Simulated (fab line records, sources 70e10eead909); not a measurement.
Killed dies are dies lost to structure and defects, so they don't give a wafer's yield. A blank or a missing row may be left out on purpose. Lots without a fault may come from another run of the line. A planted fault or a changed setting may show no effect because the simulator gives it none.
Problem report in the 8D (eight disciplines) form, filled by code | flow nand_harc | the parts of the form that need people (team, actions taken, sign-off) are left out

1. THE PROBLEM
killed_dies at NHARC_END_SORT_01 reads a mean of 108 on 6 wafers of 2 lots; wafers without a fault read 32 with a standard deviation of 10. That is +7.6 standard deviations from the usual mean.
First seen on wafer L927.2, day 21 13:20, on prober-02. The record holds 6 wafers of 2 lots with a number at this step. Rule for "out", or "out of limits": more than 4 standard deviations from the usual mean. The other wafers with a number count as sound.

2. WHAT IT IS AND WHAT IT IS NOT
question                    | is                           | is not
which readings at this step | killed_dies, killed_at_array | killed_at_periphery, killed_open, killed_short
which lots                  | L927, L929                   | -
which wafers of those lots  | all that have a number       | -
read on which gauges        | prober-01, prober-02         | -
when                        | from day 21 13:20            | up to then (0 sound wafers)

3. SUSPECTS, AND WHAT RULES EACH OUT
Counting: a tool at a process step up to the reading stays a suspect if it ran every lot that is out and no sound lot after the first of them.
- the gauge at NHARC_END_SORT_01: ruled out. The wafers that are out were read on 2 gauges (prober-01, prober-02).
- wet_bench-03 at NHARC_A_CHANNEL_FILL_D1_PRECLEAN_30 (cleans in dHF, time 30 s): kept. It ran every lot that is out, first L927 (day 12 15:55), and no sound lot after that.
Left after counting: wet_bench-03 at NHARC_A_CHANNEL_FILL_D1_PRECLEAN_30.

4. THE CAUSE (what the simulator had put in)
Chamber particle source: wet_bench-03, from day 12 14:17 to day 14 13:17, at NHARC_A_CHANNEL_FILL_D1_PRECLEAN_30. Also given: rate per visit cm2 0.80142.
Counting left only this tool.

5. THE CHAIN OF EFFECTS, in route order
Each row: a reading whose mean over the struck wafers that have a number lies more than 3 standard deviations from the usual. Only readings for which the record gives a usual standard deviation are gone through. hours: the time from each lot's start at the first step in this table that gives one to its start at this step, as a median over the lots. sigmas: the change in usual standard deviations.
hours | step              | reading         | usual | on struck wafers | change | sigmas
0     | NHARC_END_SORT_01 | killed_at_array | 28    | 104              | +76    | +7.5
0     | NHARC_END_SORT_01 | killed_dies     | 32    | 108              | +76    | +7.6

6. WHAT WOULD HAVE CAUGHT IT SOONER
In this record the first reading out of limits at a measuring or inspecting step was taken at day 21 13:20, 215 hours after the fault began at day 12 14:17.
All the lots that are out (2) had begun NHARC_A_CHANNEL_FILL_D1_PRECLEAN_30 on wet_bench-03 by day 21 13:20. A hold on the tool at that time would have spared none of them.
